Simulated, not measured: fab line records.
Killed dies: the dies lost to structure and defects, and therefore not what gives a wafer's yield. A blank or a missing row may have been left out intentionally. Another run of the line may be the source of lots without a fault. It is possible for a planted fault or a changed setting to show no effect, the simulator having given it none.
fab line records + flow nand_harc
[record]
- lots = 13
- wafers = 39
- last_day = 33
route steps=1302 shown P_M2@333 THIN_TSV@1246 END@1302
lots untouched by any fault: they come from a run of this same line in which no faults occurred
start_h: start of the lot's first displayed wafer, in hours after the record's first day + wait_h: time in hours since the lot's previous step + " same as the row above + L1.1+2: a single row standing in for several wafers + - either no value or no given start + * or withheld: withheld + < > ~ a bound
route shown NAME@n: NAME is a module with steps in the file, n the number in the route of the first one + usual: mean/standard deviation of fault-free wafers + same: alike in all rows + chamber/n: place in a boat + sites: each site's reading + _std_site: their standard deviation + _edge_site: outer sites' mean less inner sites' + radius_mm: for every site, how far away it sits from the centre of the wafer + mask NAME#n: copy n + behind: the most recent tool/chamber to have shaped the wafer + hold: the reason the lot was held/the length of the hold in hours/how it ended + device: the transistor (n, p or np) that didn't switch + end of line: tests of these same wafers at the route's end + where a step has no rows: the recipe by itself + killed: dies that structure and defects cost at the first sort, which is not the same as the wafer's yield + map: a wafer's dies, marking killed ones x, the rest . and places with no die _
set.NAME: the run value of the setting; set.NAME@STEP: its run value at that earlier step + model.NAME: the simulator's own value behind a step, which no gauge read
one table for each step of the route and one row for each wafer, over a sample of lots
services: a tool's chamber out of use, with start hour (start_h, from the record's first day; less than 0 if before it), hours out, and reason
[[steps]]
[step NHARC_P_M2_ETCH_15]
[recipe]
- target_depth_a = 1825
- time_s = 91.2
- c4f8_flow_sccm = withheld
- ar_flow_sccm = 400
- rf_w = 600
- bias_w = 300
- chemistry = C4F8/Ar
[usual]
- oes_product_au = 0.947/0.024
- rf_vpp_V = 441.6/2.4
| lot.wafer | tool        | chamber | start_h | wait_h | oes_product_au | rf_hours_counter_h | rf_vpp_V |
|-----------|-------------|---------|---------|--------|----------------|--------------------|----------|
| L963.2    | rie_diel-02 | 2       | 134.62  | -      | 0.977          | 4.3                | 438.3    |
| L963.4    | "           | 1       | "       | "      | 0.967          | 3.2                | 441.0    |
| L963.5    | "           | 3       | "       | "      | 0.967          | -                  | 444.5    |
| L962.4    | rie_diel-02 | 2       | 135.18  | -      | 0.964          | 4.4                | 439.3    |
| L962.3    | "           | 0       | "       | "      | 0.956          | 4.3                | 443.3    |
| L962.6    | "           | 1       | "       | "      | 0.962          | -                  | 440.2    |
| L967.1    | rie_diel-02 | 2       | 175.59  | -      | 0.974          | 5.6                | 438.6    |
| L967.5    | "           | 1       | "       | "      | 0.948          | -                  | 440.3    |
| L967.6    | "           | 2       | "       | "      | 0.971          | -                  | 438.3    |
| L968.3    | rie_diel-04 | 1       | 196.07  | -      | 0.951          | 0.1                | 445.9    |
| L968.2    | "           | 2       | "       | "      | 0.967          | 0.1                | 440.4    |
| L968.6    | "           | 0       | "       | "      | 0.931          | -                  | 441.0    |
| L969.1    | rie_diel-02 | 3       | 199.90  | -      | 0.965          | 6.0                | 445.1    |
| L969.4    | "           | 1       | "       | "      | 0.936          | 5.4                | 439.5    |
| L969.6    | "           | 2       | "       | "      | 0.962          | -                  | 437.8    |
| L970.3    | rie_diel-04 | 3       | 208.60  | -      | 0.933          | 1.8                | 441.3    |
| L970.1    | "           | 0       | "       | "      | 0.913          | 1.3                | 439.5    |
| L970.4    | "           | 2       | "       | "      | 0.927          | 1.5                | 438.5    |
| L973.1    | rie_diel-04 | 0       | 236.83  | -      | 0.919          | 3.2                | 440.7    |
| L973.3    | "           | 1       | "       | "      | 0.925          | 2.9                | 445.2    |
| L973.4    | "           | 2       | "       | "      | 0.921          | 2.9                | 439.5    |
| L974.2    | rie_diel-04 | 3       | 253.94  | -      | 0.926          | 4.0                | 442.1    |
| L974.5    | "           | 0       | "       | "      | 0.924          | -                  | 441.1    |
| L974.6    | "           | 1       | "       | "      | 0.917          | -                  | 443.8    |
| L975.2    | rie_diel-02 | 1       | 266.15  | -      | 0.972          | 1.7                | 441.6    |
| L975.3    | "           | 3       | "       | "      | 0.986          | 2.0                | 444.4    |
| L975.6    | "           | 1       | "       | "      | 0.972          | -                  | 439.5    |
| L981.4    | rie_diel-02 | 2       | 325.14  | -      | 0.947          | 4.6                | 438.0    |
| L981.6    | "           | 2       | "       | "      | 0.948          | -                  | 437.8    |
| L981.5    | "           | 3       | "       | "      | 0.936          | -                  | 445.1    |
| L982.4    | rie_diel-02 | 0       | 330.31  | -      | 0.954          | 5.2                | 442.8    |
| L982.3    | "           | 2       | "       | "      | 0.982          | 4.7                | 437.9    |
| L982.2    | "           | 3       | "       | "      | 0.961          | 4.9                | 444.8    |
| L984.4    | rie_diel-02 | 2       | 357.03  | -      | 0.981          | 5.9                | 438.4    |
| L984.6    | "           | 0       | "       | "      | 0.951          | -                  | 443.5    |
| L984.5    | "           | 1       | "       | "      | 0.966          | -                  | 439.8    |
| L985.4    | rie_diel-02 | 1       | 357.97  | -      | 0.932          | 6.2                | 441.3    |
| L985.2    | "           | 2       | "       | "      | 0.942          | 6.1                | 437.7    |
| L985.6    | "           | 0       | "       | "      | 0.925          | -                  | 443.0    |
[step NHARC_THIN_TSV_THK_MEAS_02]
[recipe]
- thk_meas_gauge = ir
[usual]
- thk_nm = 3018/240
| lot.wafer | tool          | chamber | start_h | wait_h | thk_nm |
|-----------|---------------|---------|---------|--------|--------|
| L963.2    | film_metro-01 | -       | 545.28  | -      | 2905   |
| L963.4    | "             | -       | "       | "      | 2835   |
| L963.5    | "             | -       | "       | "      | 2870   |
| L962.3    | film_metro-02 | -       | 546.47  | -      | 3262   |
| L962.4    | "             | -       | "       | "      | 3072   |
| L962.6    | "             | -       | "       | "      | 3207   |
| L967.1    | film_metro-01 | -       | 596.15  | -      | 3063   |
| L967.5    | "             | -       | "       | "      | 3009   |
| L967.6    | "             | -       | "       | "      | 2926   |
| L969.1    | film_metro-01 | -       | 619.41  | -      | 3016   |
| L969.4    | "             | -       | "       | "      | 3198   |
| L969.6    | "             | -       | "       | "      | 2840   |
| L970.1    | film_metro-01 | -       | 620.62  | 0.2    | 2847   |
| L970.3    | "             | -       | "       | "      | 3254   |
| L970.4    | "             | -       | "       | "      | 3436   |
| L968.2    | film_metro-02 | -       | 624.27  | -      | 2941   |
| L968.3    | "             | -       | "       | "      | 3104   |
| L968.6    | "             | -       | "       | "      | 3174   |
| L973.1    | film_metro-02 | -       | 667.84  | -      | 2755   |
| L973.3    | "             | -       | "       | "      | 2490   |
| L973.4    | "             | -       | "       | "      | 2784   |
| L975.2    | film_metro-01 | -       | 684.21  | 0.2    | 3363   |
| L975.3    | "             | -       | "       | "      | 3197   |
| L975.6    | "             | -       | "       | "      | 3459   |
| L974.2    | film_metro-01 | -       | 685.41  | -      | 2889   |
| L974.5    | "             | -       | "       | "      | 3227   |
| L974.6    | "             | -       | "       | "      | 2809   |
| L981.4    | film_metro-01 | -       | 745.83  | -      | 3202   |
| L981.5    | "             | -       | "       | "      | 3021   |
| L981.6    | "             | -       | "       | "      | 2809   |
| L982.2    | film_metro-02 | -       | 754.53  | 0.2    | 2684   |
| L982.3    | "             | -       | "       | "      | 3209   |
| L982.4    | "             | -       | "       | "      | 3050   |
| L984.4    | film_metro-01 | -       | 771.87  | 0.2    | 2981   |
| L984.5    | "             | -       | "       | "      | 3083   |
| L984.6    | "             | -       | "       | "      | 2818   |
| L985.2    | film_metro-02 | -       | 782.33  | -      | 2892   |
| L985.4    | "             | -       | "       | "      | 2845   |
| L985.6    | "             | -       | "       | "      | 2556   |
[step NHARC_THIN_TSV_STRIP_62]
[recipe]
- power_w = 1500
- temp_c = 250
- time_s = 20
- chemistry = N2/H2
[usual]
- drypump_motor_current_A = 5.4/0.44
- heater_power_w = 317/17
| lot.wafer | tool            | chamber | start_h | wait_h | drypump_motor_current_A | heater_power_w | rf_hours_counter_h |
|-----------|-----------------|---------|---------|--------|-------------------------|----------------|--------------------|
| L963.2    | plasma_asher-01 | 1       | 549.06  | -      | 5.3                     | 323            | 4                  |
| L963.4    | "               | 1       | "       | "      | 5.3                     | 331            | -                  |
| L963.5    | "               | 0       | "       | "      | 5.3                     | 286            | -                  |
| L962.3    | plasma_asher-02 | 1       | 550.44  | -      | 6.0                     | 342            | -                  |
| L962.4    | "               | 0       | "       | "      | 4.8                     | 306            | -                  |
| L962.6    | "               | 0       | "       | "      | 4.8                     | 302            | -                  |
| L967.1    | plasma_asher-02 | 0       | 599.84  | -      | 4.9                     | 304            | 31                 |
| L967.6    | "               | 1       | "       | "      | 6.0                     | 339            | -                  |
| L967.5    | "               | 0       | "       | "      | 4.9                     | 308            | -                  |
| L969.1    | plasma_asher-01 | 1       | 623.20  | -      | 5.3                     | 325            | 19                 |
| L969.4    | "               | 0       | "       | "      | 5.3                     | 291            | -                  |
| L969.6    | "               | 1       | "       | "      | 5.3                     | 324            | -                  |
| L970.1    | plasma_asher-01 | 0       | 624.55  | -      | 5.3                     | 281            | 19                 |
| L970.3    | "               | 0       | "       | "      | 5.3                     | 288            | -                  |
| L970.4    | "               | 1       | "       | "      | 5.3                     | 328            | -                  |
| L968.2    | plasma_asher-01 | 0       | 628.10  | -      | 5.3                     | 296            | 21                 |
| L968.3    | "               | 1       | "       | "      | 5.3                     | 331            | -                  |
| L968.6    | "               | 1       | "       | "      | 5.3                     | 329            | -                  |
| L973.1    | plasma_asher-01 | 0       | 671.67  | -      | 5.4                     | 288            | 29                 |
| L973.3    | "               | 1       | "       | "      | 5.3                     | 331            | -                  |
| L973.4    | "               | 0       | "       | "      | 5.4                     | 287            | -                  |
| L975.2    | plasma_asher-01 | 1       | 687.90  | -      | 5.3                     | 324            | 31                 |
| L975.3    | "               | 0       | "       | "      | 5.3                     | 282            | -                  |
| L975.6    | "               | 0       | "       | "      | 5.3                     | 294            | -                  |
| L974.2    | plasma_asher-02 | 1       | 689.36  | -      | 6.0                     | 339            | 9                  |
| L974.6    | "               | 1       | "       | "      | 6.1                     | 344            | -                  |
| L974.5    | "               | 0       | "       | "      | 4.8                     | 311            | -                  |
| L981.4    | plasma_asher-02 | 1       | 749.47  | -      | 6.0                     | 337            | -                  |
| L981.5    | "               | 0       | "       | "      | 4.8                     | 310            | -                  |
| L981.6    | "               | 1       | "       | "      | 6.0                     | 332            | -                  |
| L982.2    | plasma_asher-02 | 0       | 758.06  | -      | 4.9                     | 312            | 27                 |
| L982.4    | "               | 1       | "       | "      | 6.0                     | 340            | -                  |
| L982.3    | "               | 0       | "       | "      | 4.9                     | 312            | -                  |
| L984.4    | plasma_asher-02 | 1       | 775.55  | -      | 6.1                     | 327            | -                  |
| L984.6    | "               | 1       | "       | "      | 6.0                     | 336            | -                  |
| L984.5    | "               | 0       | "       | "      | 4.8                     | 313            | -                  |
| L985.2    | plasma_asher-01 | 0       | 786.18  | -      | 5.4                     | 303            | 18                 |
| L985.4    | "               | 0       | "       | "      | 5.3                     | 294            | -                  |
| L985.6    | "               | 0       | "       | "      | 5.3                     | 300            | -                  |
[step NHARC_THIN_TSV_CMP_21]
[recipe]
- t_overpolish_s = 30
- target_thk_nm = 2000
[usual]
- motor_current_A = 12.5/1.4
- overpolish_run_s = 30.000/0.0088
| lot.wafer | tool   | chamber | start_h | wait_h | motor_current_A | overpolish_run_s |
|-----------|--------|---------|---------|--------|-----------------|------------------|
| L963.4    | cmp-03 | 0       | 550.76  | -      | 13.8            | 30.008           |
| L963.2    | "      | 2       | "       | "      | 13.1            | 29.980           |
| L963.5    | "      | 1       | "       | "      | 12.1            | 29.982           |
| L962.3    | cmp-02 | 3       | 552.11  | -      | 10.1            | 29.986           |
| L962.4    | "      | 0       | "       | "      | 13.5            | 29.998           |
| L962.6    | "      | 3       | "       | "      | 10.3            | 29.993           |
| L967.1    | cmp-03 | 0       | 601.62  | -      | 13.1            | 30.010           |
| L967.6    | "      | 1       | "       | "      | 11.7            | 30.008           |
| L967.5    | "      | 2       | "       | "      | 12.3            | 29.991           |
| L969.1    | cmp-03 | 1       | 624.97  | -      | 12.1            | 30.017           |
| L969.4    | "      | 2       | "       | "      | 12.9            | 30.004           |
| L969.6    | "      | 0       | "       | "      | 14.4            | 29.998           |
| L970.3    | cmp-04 | 0       | 626.27  | -      | 12.8            | 30.007           |
| L970.4    | "      | 1       | "       | "      | 12.2            | 30.000           |
| L970.1    | "      | 3       | "       | "      | 9.8             | 29.995           |
| L968.3    | cmp-02 | 3       | 629.77  | -      | 10.5            | 29.988           |
| L968.2    | "      | 2       | "       | "      | 15.6            | 29.989           |
| L968.6    | "      | 3       | "       | "      | 10.4            | 30.010           |
| L973.1    | cmp-02 | 0       | 673.68  | -      | 13.7            | 30.002           |
| L973.4    | "      | 1       | "       | "      | 12.4            | 30.003           |
| L973.3    | "      | 2       | "       | "      | 15.1            | 29.988           |
| L975.2    | cmp-04 | 0       | 689.59  | -      | 13.1            | 30.000           |
| L975.3    | "      | 2       | "       | "      | 13.5            | 29.997           |
| L975.6    | "      | 0       | "       | "      | 12.6            | 30.015           |
| L974.2    | cmp-03 | 1       | 691.07  | -      | 12.4            | 30.013           |
| L974.6    | "      | 1       | "       | "      | 11.9            | 29.986           |
| L974.5    | "      | 2       | "       | "      | 12.6            | 30.004           |
| L981.4    | cmp-02 | 0       | 751.13  | -      | 13.9            | 29.992           |
| L981.6    | "      | 3       | "       | "      | 10.7            | 29.992           |
| L981.5    | "      | 0       | "       | "      | 13.5            | 29.999           |
| L982.4    | cmp-04 | 0       | 759.74  | -      | 13.3            | 29.990           |
| L982.3    | "      | 1       | "       | "      | 11.7            | 30.009           |
| L982.2    | "      | 2       | "       | "      | 13.3            | 30.018           |
| L984.4    | cmp-02 | 3       | 777.39  | -      | 10.3            | 29.998           |
| L984.5    | "      | 1       | "       | "      | 12.2            | 29.997           |
| L984.6    | "      | 2       | "       | "      | 14.9            | 29.989           |
| L985.2    | cmp-04 | 3       | 787.92  | -      | 9.5             | 30.004           |
| L985.4    | "      | 0       | "       | "      | 12.7            | 30.003           |
| L985.6    | "      | 2       | "       | "      | 13.0            | 29.995           |
[step NHARC_END_SORT_01]
[recipe]
- temp_c = 25
[usual]
- defect_limited_yield = 91.0/2.8
- killed_at_array = 56/18
- killed_at_other = 1.4/1.5
- killed_at_periphery = 4/3.1
- killed_dies = 61/19
- killed_open = 3.5/1.8
- killed_short = 2.4/1.4
[same]
- gross_dies = 677
| lot.wafer | tool      | chamber | start_h | wait_h | defect_limited_yield[%] | killed_at_array | killed_at_other | killed_at_periphery | killed_dies | killed_open | killed_short |
|-----------|-----------|---------|---------|--------|-------------------------|-----------------|-----------------|---------------------|-------------|-------------|--------------|
| L968.2    | prober-02 | 0       | 644.31  | 2.8    | 91.0                    | 52              | 3               | 6                   | 61          | 4           | 4            |
| L968.3    | prober-02 | 0       | 645.10  | 3.1    | 91.4                    | 55              | 0               | 3                   | 58          | 3           | 3            |
| L968.6    | prober-02 | 0       | 647.50  | 4.0    | 90.8                    | 52              | 1               | 9                   | 62          | 4           | 1            |
| L973.1    | prober-02 | 0       | 684.31  | 2.5    | 91.0                    | 50              | 4               | 7                   | 61          | 7           | 2            |
| L973.3    | prober-02 | 0       | 685.90  | 3.1    | 91.9                    | 45              | 5               | 5                   | 55          | 2           | 3            |
| L973.4    | prober-02 | 0       | 686.70  | 3.4    | 92.3                    | 46              | 0               | 6                   | 52          | 3           | 0            |
| L982.2    | prober-01 | 0       | 771.17  | 2.8    | 84.6                    | 99              | 4               | 1                   | 104         | 1           | 1            |
| L982.3    | prober-01 | 0       | 771.97  | 3.1    | 76.2                    | 89              | 2               | 70                  | 161         | 3           | 5            |
| L982.4    | prober-01 | 0       | 772.76  | 3.4    | 88.2                    | 78              | 0               | 2                   | 80          | 0           | 4            |
| L984.4    | prober-01 | 0       | 790.54  | 3.4    | 79.0                    | 61              | 2               | 79                  | 142         | 3           | 2            |
| L984.5    | prober-01 | 0       | 791.34  | 3.7    | 84.8                    | 97              | 4               | 2                   | 103         | 5           | 3            |
| L984.6    | prober-01 | 0       | 792.14  | 4.0    | 86.7                    | 83              | 2               | 5                   | 90          | 2           | 2            |
| L985.2    | prober-02 | 0       | 799.47  | 2.8    | 82.6                    | 38              | 0               | 80                  | 118         | 3           | 6            |
| L985.4    | prober-02 | 0       | 801.08  | 3.4    | 95.9                    | 26              | 0               | 2                   | 28          | 2           | 1            |
| L985.6    | prober-02 | 0       | 802.69  | 4.0    | 95.6                    | 29              | 0               | 1                   | 30          | 0           | 4            |
// killed by level:class
L968.2 A_CHANNEL_HOLE_D2:chamber_film_flake=28 A_ZERO_WELL:chamber_film_flake=5 A_M1:chamber_film_flake=4 A_CHANNEL_HOLE_D1:chamber_film_flake=3 A_STAIRCASE:chamber_film_flake=3 THIN_TSV:chamber_film_flake=3 A_CHANNEL_HOLE_D2:geometric_particle:short=2 P_STI:chamber_film_flake=2
L968.3 A_CHANNEL_HOLE_D2:chamber_film_flake=34 A_CHANNEL_HOLE_D1:chamber_film_flake=7 A_ZERO_WELL:chamber_film_flake=3 A_CONTACT:chamber_film_flake=2 P_M0:geometric_particle:short=1 A_CHANNEL_FILL_D1:geometric_particle:open=1 A_ONON_D2:geometric_particle:open=1 A_ONON_D2:geometric_particle:short=1
L968.6 A_CHANNEL_HOLE_D2:chamber_film_flake=33 P_STI:chamber_film_flake=6 A_M1:chamber_film_flake=6 A_CONTACT:chamber_film_flake=4 P_M2:chamber_film_flake=2 A_STAIRCASE:chamber_film_flake=2 A_SLIT:chamber_film_flake=2 P_GATE:geometric_particle:short=1
L973.1 A_SLIT:chamber_film_flake=29 P_GATE:chamber_film_flake=4 A_CHANNEL_HOLE_D1:chamber_film_flake=4 THIN_TSV:chamber_film_flake=4 A_CHANNEL_FILL_D1:geometric_particle:open=3 A_BLC:geometric_particle:open=3 P_BONDPAD:chamber_film_flake=3 A_STAIRCASE:chamber_film_flake=3
L973.3 A_SLIT:chamber_film_flake=29 THIN_TSV:chamber_film_flake=4 A_CONTACT:chamber_film_flake=3 P_STI:chamber_film_flake=2 P_BONDPAD:chamber_film_flake=2 A_CHANNEL_HOLE_D2:chamber_film_flake=2 A_STAIRCASE:chamber_film_flake=2 A_WL_FILL:chamber_film_flake=2
L973.4 A_SLIT:chamber_film_flake=36 P_BONDPAD:chamber_film_flake=3 A_CHANNEL_HOLE_D1:chamber_film_flake=3 P_GATE:chamber_film_flake=2 A_CONTACT:chamber_film_flake=2 P_CONTACT:geometric_particle:open=1 A_SGD_CUT:geometric_particle:open=1 A_CONTACT:geometric_particle:open=1
L982.2 A_SLIT:chamber_film_flake=32 A_CHANNEL_HOLE_D2:chamber_film_flake=31 A_CONTACT:chamber_film_flake=18 A_CHANNEL_HOLE_D1:chamber_film_flake=9 THIN_TSV:chamber_film_flake=4 A_DECK1_JOINT:chamber_film_flake=2 A_M0:chamber_film_flake=2 A_BONDPAD:chamber_film_flake=2
L982.3 P_M2:unspecified=69 A_SLIT:chamber_film_flake=36 A_CHANNEL_HOLE_D2:chamber_film_flake=23 A_CONTACT:chamber_film_flake=9 A_CHANNEL_HOLE_D1:chamber_film_flake=9 A_CHANNEL_FILL_D1:geometric_particle:short=2 A_STAIRCASE:chamber_film_flake=2 THIN_TSV:chamber_film_flake=2
L982.4 A_SLIT:chamber_film_flake=24 A_CHANNEL_HOLE_D2:chamber_film_flake=21 A_CHANNEL_HOLE_D1:chamber_film_flake=17 A_CONTACT:chamber_film_flake=8 A_STAIRCASE:chamber_film_flake=2 P_GATE:geometric_particle:short=1 A_CHANNEL_HOLE_D1:geometric_particle:short=1 A_CHANNEL_HOLE_D2:geometric_particle:short=1
L984.4 P_M2:unspecified=74 A_CHANNEL_HOLE_D2:chamber_film_flake=21 A_SLIT:chamber_film_flake=18 A_CHANNEL_HOLE_D1:chamber_film_flake=10 A_CONTACT:chamber_film_flake=6 P_GATE:chamber_film_flake=2 A_STAIRCASE:chamber_film_flake=2 P_GATE:geometric_particle:open=1
L984.5 A_CHANNEL_HOLE_D2:chamber_film_flake=31 A_SLIT:chamber_film_flake=30 A_CHANNEL_HOLE_D1:chamber_film_flake=12 A_CONTACT:chamber_film_flake=11 THIN_TSV:chamber_film_flake=3 A_DECK1_JOINT:geometric_particle:short=2 A_DECK1_JOINT:chamber_film_flake=2 A_STAIRCASE:chamber_film_flake=2
L984.6 A_CHANNEL_HOLE_D2:chamber_film_flake=36 A_SLIT:chamber_film_flake=33 A_CHANNEL_HOLE_D1:chamber_film_flake=5 P_GATE:chamber_film_flake=2 A_DECK1_JOINT:chamber_film_flake=2 A_CONTACT:chamber_film_flake=2 THIN_TSV:chamber_film_flake=2 P_M0:geometric_particle:open=1
L985.2 P_M2:unspecified=80 A_SLIT:chamber_film_flake=10 A_CONTACT:chamber_film_flake=9 A_CHANNEL_FILL_D2:chamber_film_flake=4 A_ONON_D2:geometric_particle:open=2 A_CHANNEL_HOLE_D2:chamber_film_flake=2 A_STAIRCASE:chamber_film_flake=2 A_M0:chamber_film_flake=2
L985.4 A_SLIT:chamber_film_flake=9 A_CONTACT:chamber_film_flake=9 P_M2:geometric_particle:open=1 A_CHANNEL_HOLE_D2:geometric_particle:short=1 A_M1:geometric_particle:open=1 P_ZERO_WELL:chamber_film_flake=1 A_ZERO_WELL:chamber_film_flake=1 A_CHANNEL_FILL_D1:chamber_film_flake=1
L985.6 A_CONTACT:chamber_film_flake=10 A_SLIT:chamber_film_flake=9 A_CHANNEL_FILL_D2:chamber_film_flake=2 A_STAIRCASE:chamber_film_flake=2 A_ONON_D1:geometric_particle:short=1 A_CHANNEL_HOLE_D2:geometric_particle:short=1 A_SGD_CUT:geometric_particle:short=1 A_WL_FILL:geometric_particle:short=1
[[services]]
| tool            | chamber | start_h | hours | kind   |
|-----------------|---------|---------|-------|--------|
| plasma_asher-01 | -       | 131.38  | 0.9   | repair |
| cmp-02          | -       | 134.50  | 4.0   | pm     |
| plasma_asher-01 | -       | 138.19  | 3.7   | repair |
| plasma_asher-02 | -       | 150.38  | 2.6   | repair |
| plasma_asher-02 | -       | 153.00  | 3.4   | repair |
| plasma_asher-01 | -       | 165.00  | 9.0   | pm     |
| rie_diel-02     | 0       | 191.61  | 3.5   | repair |
| rie_diel-02     | -       | 216.70  | 9.0   | pm     |
| plasma_asher-02 | -       | 249.00  | 9.0   | pm     |
| plasma_asher-01 | -       | 275.60  | 1.7   | repair |
| plasma_asher-01 | -       | 342.00  | 9.0   | pm     |
| rie_diel-02     | -       | 393.70  | 9.0   | pm     |
| plasma_asher-01 | -       | 406.15  | 0.6   | repair |
| rie_diel-02     | 3       | 414.48  | 13.4  | repair |
| plasma_asher-02 | -       | 423.18  | 22.4  | repair |
| rie_diel-02     | 0       | 425.14  | 5.1   | repair |
| plasma_asher-01 | -       | 519.00  | 9.0   | pm     |
| rie_diel-02     | -       | 570.70  | 9.0   | pm     |
| plasma_asher-02 | -       | 622.54  | 9.0   | pm     |
| rie_diel-02     | 1       | 675.58  | 3.3   | repair |
| rie_diel-02     | 3       | 680.60  | 6.8   | repair |
| plasma_asher-01 | -       | 696.00  | 9.0   | pm     |
| plasma_asher-02 | -       | 718.50  | 0.7   | repair |
| rie_diel-02     | -       | 747.70  | 9.0   | pm     |
[[key]]
[first_sign]
- step = NHARC_END_SORT_01
- reading = killed_at_periphery
- direction = up
- sigmas = 24
- usual = 4
- struck = 76
[effect]
- step = NHARC_END_SORT_01
- reading = defect_limited_yield
- direction = down
- sigmas = 4.2
- usual = 91.0
- struck = 79.3
[more_kills_born_at]
- NHARC_P_M2_ETCH_15@rie_diel-02 = 223
met_at NHARC_P_M2_ETCH_15
struck_lots L982,L984,L985
struck_wafers L982.3,L984.4,L985.2
not_acting_at NHARC_THIN_TSV_THK_MEAS_02,NHARC_THIN_TSV_STRIP_62,NHARC_THIN_TSV_CMP_21
onset_between 325.14 330.31
[fault]
- kind = chamber_particle_source
- tool = rie_diel-02
- chamber = 2
- onset_h = 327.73
- steps = NHARC_P_M2_ETCH_15
- rate_per_visit_cm2 = 0.46272
- end_h = 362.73
